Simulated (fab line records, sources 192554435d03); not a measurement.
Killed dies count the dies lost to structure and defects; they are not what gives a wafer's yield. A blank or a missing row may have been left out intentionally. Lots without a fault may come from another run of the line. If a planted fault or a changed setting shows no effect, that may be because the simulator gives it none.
fab line records -- flow n5_finfet
record: lots: 7, wafers: 39
route steps=1938 shown FIN_CUT@174 DUMMY_GATE@228 SD_EPI_N@293 HKMG_FIN@412 MOL_CONTACT_COAG@609 BEOL_M4@1111
start_h: the number of hours between the record's first day and the start of the first shown wafer of the lot -- wait_h: hours elapsed since this lot's preceding step -- " the same as in the row above -- L1.1+2: a single row standing in for several wafers -- - no value, or no start was given -- * or withheld: withheld -- < > ~ a bound
route shown NAME@n: a module of which the file shows steps, and the number in the route of the first -- usual: mean and standard deviation over wafers with no fault -- same: alike in all rows -- chamber/n: place in a boat -- sites: each site's reading -- _std_site: standard deviation of those values -- _edge_site: mean of outer sites minus mean of inner sites -- radius_mm: how far each site lies from the wafer's centre -- mask NAME#n: copy n -- behind: the tool/chamber that last shaped the wafer -- hold: cause of the lot's hold/its duration in hours/its outcome -- device: the n, p or np transistor that did not switch -- end of line: the tests these same wafers got at the end of their route -- step lacking rows: just its recipe -- killed: count of dies lost to structure and defects at first sort (not the wafer's yield) -- map: the dies of a wafer, with x for killed, . for not killed, _ for no die there
set.NAME: setting as actually run; set.NAME@STEP: the setting as run at that earlier step -- model.NAME: the simulator's own value behind a step, which no gauge read
lots run with intentionally changed settings; tables by step, rows by wafer
== steps ==
step: N5_FIN_CUT_CUT_ETCH_27
recipe: chemistry: CHF3/O2, target: SiO2, target_depth_a: 40, mask_material: SOC, overetch_a: 20, time_s: 4.9, pressure_mtorr: 30, source_w: 650, bias_w: 170, Ar_flow_sccm: 200, CHF3_flow_sccm: 50, O2_flow_sccm: 5, ion_energy_ev: 200
step: N5_DUMMY_GATE_EXPOSE_12
recipe: mask_id: GATE, na: 0.33, source_shape: annular, sigma_inner: 0.2, sigma_outer: 0.6, polarization: unpolarized, target_cd_nm: 25, dose_mj: 34
step: N5_DUMMY_GATE_ETCH_31
recipe: chemistry: C4F6/O2, target: SiO2, mask_material: SOC, target_depth_a: 825, time_s: 27.5, ion_energy_ev: 250, pressure_mtorr: 30, source_w: 345, bias_w: 185, Ar_flow_sccm: 300, C4F6_flow_sccm: 10, O2_flow_sccm: 10
step: N5_DUMMY_GATE_ETCH_32
recipe: chemistry: CF4, target: SiO2, target_depth_a: 35, time_s: 3.9, ion_energy_ev: 350, pressure_mtorr: 10, icp_w: 800, bias_w: 400, cf4_flow_sccm: 80
step: N5_DUMMY_GATE_ETCH_44
recipe: chemistry: HBr/O2, over_etch_frac: 0.7, target_depth_a: 1275, stop_on: SiO2, ion_energy_ev: 60, bias_w: 20, target: poly-Si, mask_material: SiO2, pressure_mtorr: 20, icp_w: 400, HBr_flow_sccm: 120, O2_flow_sccm: 10
step: N5_SD_EPI_N_LINER_46
recipe: material: SiNx, target_thk_a: 30, temp_c: 400, ald_precursor_family: SiH2I2, ald_co_reactant: N2/H2-plasma, pressure_torr: 2
step: N5_HKMG_FIN_ALD_79
recipe: material: TiN, target_thk_a: 15, temp_c: 400, ald_precursor_family: TiCl4, ald_co_reactant: NH3, pulse_time_s: 1, purge_time_s: 3, co_reactant_purge_time_s: 2, co_reactant_pulse_time_s: 2, ald_cycles: 68, pressure_torr: 3
step: N5_MOL_CONTACT_COAG_ETCHBACK_134
recipe: chemistry: CHF3, target: SiO2, target_depth_a: 100, time_s: 6.7, ion_energy_ev: 200, pressure_mtorr: 30, source_w: 610, bias_w: 170, Ar_flow_sccm: 200, CHF3_flow_sccm: 50
step: N5_BEOL_M4_RC_MEAS_101
usual: REXT_P: 100/3
lot.wafer,tool,chamber,start_h,wait_h,set.target_depth_a@FIN_CUT_CUT_ETCH_27,set.dose_mj@DUMMY_GATE_EXPOSE_12,set.target_depth_a@DUMMY_GATE_ETCH_31,set.time_s@DUMMY_GATE_ETCH_32,set.target_depth_a@DUMMY_GATE_ETCH_44,set.target_thk_a@SD_EPI_N_LINER_46,set.co_reactant_pulse_time_s@HKMG_FIN_ALD_79,set.time_s@MOL_CONTACT_COAG_ETCHBACK_134,REXT_P[ohm.um]
L074.1,prober-02,0,175.73,0.0,40,34,825,2.974,1144,30,2,7.835,96
L074.2,prober-02,0,175.73,0.0,34.92,34,825,3.9,1144,30,1.663,7.835,95
L074.3,prober-02,0,175.73,0.0,34.92,34,825,3.9,1275,30,1.663,7.835,95
L074.4,prober-02,0,175.73,0.0,34.92,34,825,2.974,1144,30,2,6.7,97
L074.5,prober-02,0,175.73,0.0,40,34,825,2.974,1275,30,1.663,6.7,94
L074.6,prober-02,0,175.73,0.0,40,34,825,3.9,1275,30,2,6.7,96
L083.1,prober-01,0,242.72,0.0,44.43,36.7,825,3.9,1275,30,1.63,6.7,108
L083.2,prober-01,0,242.72,0.0,40,34,825,4.501,1176,32.83,1.63,8.228,113
L083.3,prober-01,0,242.72,0.0,44.43,34,825,3.9,1176,32.83,1.63,8.228,110
L083.4,prober-01,0,242.72,0.0,40,34,825,3.9,1275,30,2,8.228,108
L083.5,prober-01,0,242.72,0.0,40,36.7,825,4.501,1176,30,2,6.7,108
L083.6,prober-01,0,242.72,0.0,44.43,36.7,825,4.501,1275,32.83,2,6.7,111
L081.1,prober-02,0,247.49,0.0,35.77,34,744.5,4.399,1275,33.82,1.841,6.7,105
L081.2,prober-02,0,247.49,0.0,40,34,744.5,4.399,1372,33.82,1.841,6.071,107
L081.3,prober-02,0,247.49,0.0,40,34,825,3.9,1275,30,1.841,6.7,101
L081.4,prober-02,0,247.49,0.0,35.77,34,744.5,3.9,1275,30,2,6.071,99
L081.5,prober-02,0,247.49,0.0,40,34,825,3.9,1372,33.82,2,6.7,106
L081.6,prober-02,0,247.49,0.0,35.77,34,825,4.399,1372,30,2,6.071,102
L080.1,prober-02,0,248.98,0.0,40,34,718.4,3.472,1275,32.41,2,5.27,107
L080.2,prober-02,0,248.98,0.0,40,34,825,3.9,1323,32.41,1.568,6.7,108
L080.3,prober-02,0,248.98,0.0,43.32,34,825,3.9,1323,30,2,5.27,106
L080.4,prober-02,0,248.98,0.0,43.32,34,718.4,3.472,1323,32.41,2,6.7,108
L080.5,prober-02,0,248.98,0.0,43.32,34,825,3.472,1275,30,1.568,5.27,106
L080.6,prober-02,0,248.98,0.0,40,34,718.4,3.9,1275,30,1.568,6.7,104
L084.1,prober-02,0,271.98,0.0,40,34,825,3.9,1275,30,2,6.7,100
L084.3,prober-02,0,271.98,0.0,40,34,825,3.9,1275,30,2,6.7,100
L084.6,prober-02,0,271.98,0.0,40,34,825,3.9,1275,30,2,6.7,103
L091.1,prober-02,0,298.56,0.0,40,36.69,825,3.9,1275,34.45,2,6.7,110
L091.2,prober-02,0,298.56,0.0,40,36.69,825,3.488,1363,34.45,2.179,6.7,108
L091.3,prober-02,0,298.56,0.0,40,34,825,3.9,1275,30,2.179,8.284,100
L091.4,prober-02,0,298.56,0.0,40,34,825,3.488,1363,30,2.179,6.7,101
L091.5,prober-02,0,298.56,0.0,40,34,825,3.488,1275,34.45,2,8.284,109
L091.6,prober-02,0,298.56,0.0,40,36.69,825,3.9,1363,30,2,8.284,100
L094.1,prober-01,0,326.37,0.0,40,34,864.2,3.424,1275,30,1.824,6.7,96
L094.2,prober-01,0,326.37,0.0,40,34,825,3.9,1206,30,2,6.7,95
L094.3,prober-01,0,326.37,0.0,40,35.42,864.2,3.9,1206,30,2,5.181,97
L094.4,prober-01,0,326.37,0.0,40,34,864.2,3.424,1275,30,2,6.7,96
L094.5,prober-01,0,326.37,0.0,40,35.42,825,3.9,1275,30,1.824,5.181,99
L094.6,prober-01,0,326.37,0.0,40,35.42,825,3.424,1206,30,1.824,5.181,96
== key ==
split: step: N5_FIN_CUT_CUT_ETCH_27, setting: target_depth_a, stated_as: 40
response none clear
split: step: N5_DUMMY_GATE_EXPOSE_12, setting: dose_mj, stated_as: 34
response none clear
split: step: N5_DUMMY_GATE_ETCH_31, setting: target_depth_a, stated_as: 825
response none clear
split: step: N5_DUMMY_GATE_ETCH_32, setting: time_s, stated_as: 3.9
response none clear
split: step: N5_DUMMY_GATE_ETCH_44, setting: target_depth_a, stated_as: 1275
response none clear
split: step: N5_SD_EPI_N_LINER_46, setting: target_thk_a, stated_as: 30
response: step: N5_BEOL_M4_RC_MEAS_101, reading: REXT_P, slope: +0.488, per: 1%, together_with: all, explained: 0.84
split: step: N5_HKMG_FIN_ALD_79, setting: co_reactant_pulse_time_s, stated_as: 2
response none clear
split: step: N5_MOL_CONTACT_COAG_ETCHBACK_134, setting: time_s, stated_as: 6.7
response none clear
